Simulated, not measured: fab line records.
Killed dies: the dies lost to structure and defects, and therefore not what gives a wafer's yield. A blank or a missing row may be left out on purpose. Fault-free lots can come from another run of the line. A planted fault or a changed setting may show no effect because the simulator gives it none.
Which tool was responsible? | flow n5_finfet | Sampling: 8 lots, 24 wafers, 4 of 1938 route steps

## WHAT THE GAUGES SHOWED, per wafer
N5_BEOL_M4_RC_MEAS_101. Usual: DIBL_N 36.0 mV/V, standard deviation 1.7; DIBL_P 35.8 mV/V, standard deviation 2; IOFF_N 0.15 nA/um, standard deviation 0.03; IOFF_P 0.20 nA/um, standard deviation 0.037; ION_N 670 uA/um, standard deviation 12; ION_P 460 uA/um, standard deviation 7.2; SS_N 71.5 mV/dec, standard deviation 0.68; SS_P 73.2 mV/dec, standard deviation 0.65; VT_N 250 mV, standard deviation 3.1; VT_P -251 mV, standard deviation 3.4.
lot  | measured     | on        | DIBL_N (mV/V)  | DIBL_P (mV/V)  | IOFF_N (nA/um) | IOFF_P (nA/um) | ION_N (uA/um) | ION_P (uA/um) | SS_N (mV/dec)  | SS_P (mV/dec)  | VT_N (mV)   | VT_P (mV)      | flag
L514 | day 9 03:26  | prober-01 | 39.0 39.3 34.0 | 38.2 38.9 32.5 | 0.22 0.23 0.12 | 0.31 0.33 0.20 | 669 663 657   | 465 463 464   | 72.4 72.1 70.2 | 75.0 74.9 72.8 | 244 244 250 | -240 -241 -246 |
L516 | day 9 08:45  | prober-01 | 36.3 34.4 39.2 | 37.4 36.1 40.2 | 0.15 0.13 0.20 | 0.21 0.18 0.27 | 654 663 669   | 448 460 455   | 70.6 71.2 73.0 | 73.9 73.1 74.0 | 248 252 246 | -252 -251 -251 |
L515 | day 9 08:49  | prober-02 | 33.1 35.5 34.2 | 33.7 36.5 35.5 | 0.12 0.16 0.14 | 0.15 0.18 0.18 | 662 666 682   | 454 449 469   | 71.1 71.8 71.3 | 73.2 73.2 72.5 | 252 248 251 | -255 -254 -255 |
L520 | day 10 21:30 | prober-01 | 37.7 36.0 34.8 | 38.1 35.1 33.7 | 0.19 0.15 0.13 | 0.27 0.21 0.18 | 687 656 678   | 477 455 462   | 71.5 71.8 71.3 | 73.5 72.4 73.1 | 248 249 251 | -244 -249 -249 |
L523 | day 11 15:01 | prober-01 | 36.2 35.2 35.0 | 35.7 35.6 34.7 | 0.14 0.14 0.12 | 0.19 0.20 0.18 | 658 684 655   | 453 470 460   | 71.2 71.1 70.1 | 72.7 73.4 72.7 | 252 250 254 | -252 -250 -251 |
L525 | day 12 17:39 | prober-01 | 35.4 35.4 34.2 | 35.2 36.6 32.8 | 0.14 0.16 0.12 | 0.20 0.23 0.17 | 676 674 670   | 469 466 457   | 71.5 71.5 71.4 | 73.1 73.0 72.7 | 252 249 251 | -249 -247 -252 |
L527 | day 12 18:06 | prober-02 | 34.7 36.5 36.4 | 33.5 35.0 35.7 | 0.13 0.15 0.15 | 0.19 0.22 0.22 | 671 647 658   | 460 448 456   | 71.4 72.0 71.8 | 72.2 72.6 72.8 | 252 251 251 | -249 -247 -247 |
L532 | day 13 17:25 | prober-02 | 34.7 35.7 37.3 | 33.1 35.3 35.7 | 0.14 0.15 0.17 | 0.17 0.20 0.21 | 671 684 665   | 462 465 457   | 71.1 70.8 71.3 | 72.5 73.3 72.6 | 248 247 248 | -253 -252 -250 |

N5_BEOL_M5_CD_MEAS_28: target cd 30.6 nm, target cd y 20 nm. Usual: cd_nm 30.58 nm, standard deviation 0.23.
lot  | measured     | on        | cd_nm (nm)        | flag
L514 | day 9 12:37  | cd_sem-02 | 30.88 30.61 30.49 |
L516 | day 9 12:27  | cd_sem-03 | 30.38 30.47 30.52 |
L515 | day 9 12:48  | cd_sem-03 | 30.34 30.79 30.63 |
L520 | day 11 00:56 | cd_sem-01 | 30.40 30.51 30.63 |
L523 | day 11 18:47 | cd_sem-03 | 30.50 30.86 30.97 |
L525 | day 12 21:25 | cd_sem-03 | 31.05 30.31 30.81 |
L527 | day 12 21:35 | cd_sem-02 | 30.21 30.47 30.63 |
L532 | day 13 21:11 | cd_sem-01 | 30.47 30.36 30.77 |

## EACH LOT AND THE TOOL THAT RAN IT (in order: tool; ch and the chambers of the sampled wafers; start)
lot  | N5_BEOL_M5_ETCH_61                 | N5_BEOL_M5_ETCH_62
L514 | rie_diel-01 ch 0,1,2, day 9 10:56  | rie_diel-01 ch 0,1,2, day 9 10:58
L516 | rie_diel-06 ch 0,3, day 9 11:17    | rie_diel-06 ch 0,3, day 9 11:19
L515 | rie_diel-06 ch 0,3, day 9 11:31    | rie_diel-06 ch 0,3, day 9 11:33
L520 | rie_diel-06 ch 0,1,3, day 11 00:01 | rie_diel-06 ch 0,1,3, day 11 00:03
L523 | rie_diel-06 ch 2,3, day 11 18:06   | rie_diel-06 ch 2,3, day 11 18:07
L525 | rie_diel-05 ch 0,1,3, day 12 20:14 | rie_diel-05 ch 0,1,3, day 12 20:16
L527 | rie_diel-06 ch 1,2, day 12 20:29   | rie_diel-06 ch 1,2, day 12 20:31
L532 | rie_diel-06 ch 0,1, day 13 20:27   | rie_diel-06 ch 0,1, day 13 20:29
- N5_BEOL_M5_ETCH_61: etches SiARC in CF4, target depth 15.6 nm, time 26 s.
- N5_BEOL_M5_ETCH_62: etches SOC in N2/H2, target depth 75 nm, overetch 15 nm, time 112.5 s.

## WHAT THE TOOLS THEMSELVES READ (means of the sampled wafers that have a number; where no wafer has one, the mark that the record gives instead)
N5_BEOL_M5_ETCH_61. Usual: bias_w 36.00 W, standard deviation 0.11; cf4_flow_sccm 100.02 sccm, standard deviation 0.28; drypump_motor_current_A 5.8 A, standard deviation 0.39; etch_rf_on_time_s 25.9 s, standard deviation 0.68; oes_product_au 0.65 a.u., standard deviation 0.071; rf_fwd_power_W 533.1 W, standard deviation 2; rf_vpp_V 183.9 V, standard deviation 1.3; showerhead_plenum_p_Torr 2.12 Torr, standard deviation 0.079; throttle_valve_pct 15.73 %, standard deviation 0.25.
lot  | tool        | bias_w (W) | cf4_flow_sccm (sccm) | drypump_motor_current_A (A) | etch_rf_on_time_s (s) | oes_product_au (a.u.) | rf_fwd_power_W (W) | rf_vpp_V (V) | showerhead_plenum_p_Torr (Torr) | throttle_valve_pct (%) | flag
L514 | rie_diel-01 | 36.02      | 100.10               | 5.8                         | 26.3                  | 0.66                  | 531.2              | 183.6        | 2.08                            | 15.65                  |
L516 | rie_diel-06 | 35.89      | 100.12               | 5.9                         | 26.7                  | 0.63                  | 532.8              | 183.7        | 2.14                            | 15.85                  |
L515 | rie_diel-06 | 35.99      | 99.91                | 5.9                         | 26.3                  | 0.63                  | 534.1              | 184.0        | 2.14                            | 15.84                  |
L520 | rie_diel-06 | 35.99      | 100.06               | 5.7                         | 25.9                  | 0.61                  | 533.1              | 183.5        | 2.12                            | 15.81                  |
L523 | rie_diel-06 | 36.02      | 99.96                | 6.0                         | 25.8                  | 0.64                  | 532.7              | 183.8        | 2.08                            | 15.94                  |
L525 | rie_diel-05 | 35.99      | 99.94                | 6.2                         | 25.7                  | 0.65                  | 533.3              | 184.2        | 2.20                            | 15.74                  |
L527 | rie_diel-06 | 36.03      | 99.89                | 5.5                         | 25.5                  | 0.71                  | 530.5              | 183.0        | 2.02                            | 15.57                  |
L532 | rie_diel-06 | 36.10      | 99.58                | 5.5                         | 25.9                  | 0.67                  | 532.8              | 184.1        | 2.12                            | 15.60                  |

N5_BEOL_M5_ETCH_62. Usual: bias_w 150.0 W, standard deviation 0.4; chamber_pressure_mTorr 29.997 mTorr, standard deviation 0.029; drypump_motor_current_A 5.8 A, standard deviation 0.39; oes_product_au 0.60 a.u., standard deviation 0.059; rf_fwd_power_W 837.5 W, standard deviation 2.5; rf_vpp_V 523.1 V, standard deviation 2.9; showerhead_plenum_p_Torr 2.52 Torr, standard deviation 0.099; throttle_valve_pct 18.0 %, standard deviation 0.32.
lot  | tool        | bias_w (W) | chamber_pressure_mTorr (mTorr) | drypump_motor_current_A (A) | oes_product_au (a.u.) | rf_fwd_power_W (W) | rf_vpp_V (V) | showerhead_plenum_p_Torr (Torr) | throttle_valve_pct (%) | flag
L514 | rie_diel-01 | 150.1      | 30.005                         | 5.8                         | 0.61                  | 837.1              | 521.8        | 2.46                            | 17.9                   |
L516 | rie_diel-06 | 149.7      | 30.014                         | 5.9                         | 0.59                  | 837.6              | 523.9        | 2.54                            | 18.2                   |
L515 | rie_diel-06 | 150.1      | 30.032                         | 5.9                         | 0.59                  | 837.6              | 523.5        | 2.54                            | 18.2                   |
L520 | rie_diel-06 | 150.3      | 29.988                         | 5.7                         | 0.58                  | 838.3              | 523.7        | 2.52                            | 18.1                   |
L523 | rie_diel-06 | 149.9      | 29.963                         | 6.0                         | 0.59                  | 836.6              | 522.1        | 2.47                            | 18.2                   |
L525 | rie_diel-05 | 149.9      | 30.020                         | 6.2                         | 0.60                  | 838.6              | 525.1        | 2.62                            | 17.9                   |
L527 | rie_diel-06 | 150.4      | 30.009                         | 5.5                         | 0.65                  | 838.6              | 518.9        | 2.39                            | 17.8                   |
L532 | rie_diel-06 | 150.1      | 30.043                         | 5.5                         | 0.62                  | 839.1              | 524.0        | 2.52                            | 17.9                   |

## THE ANSWER, worked out from the rows above alone
Rule: take the mean of a lot's wafers that have a number; if it is more than 3 standard deviations from the usual mean, the lot is off. Also off: a lot with no number at a reading for which 4 or more lots have one. All remaining lots with rows at the step are treated as sound. The gauges are gone through in route order, then the tools' own readings, and for those a lot's mean is taken as printed above. The first step at which some lot is off is used, and at that step the reading that is off furthest; a lot without a number counts as furthest.
Nothing can be told from this: no lot is off at any reading shown.

## WHAT WAS PUT IN BY THE SIMULATOR
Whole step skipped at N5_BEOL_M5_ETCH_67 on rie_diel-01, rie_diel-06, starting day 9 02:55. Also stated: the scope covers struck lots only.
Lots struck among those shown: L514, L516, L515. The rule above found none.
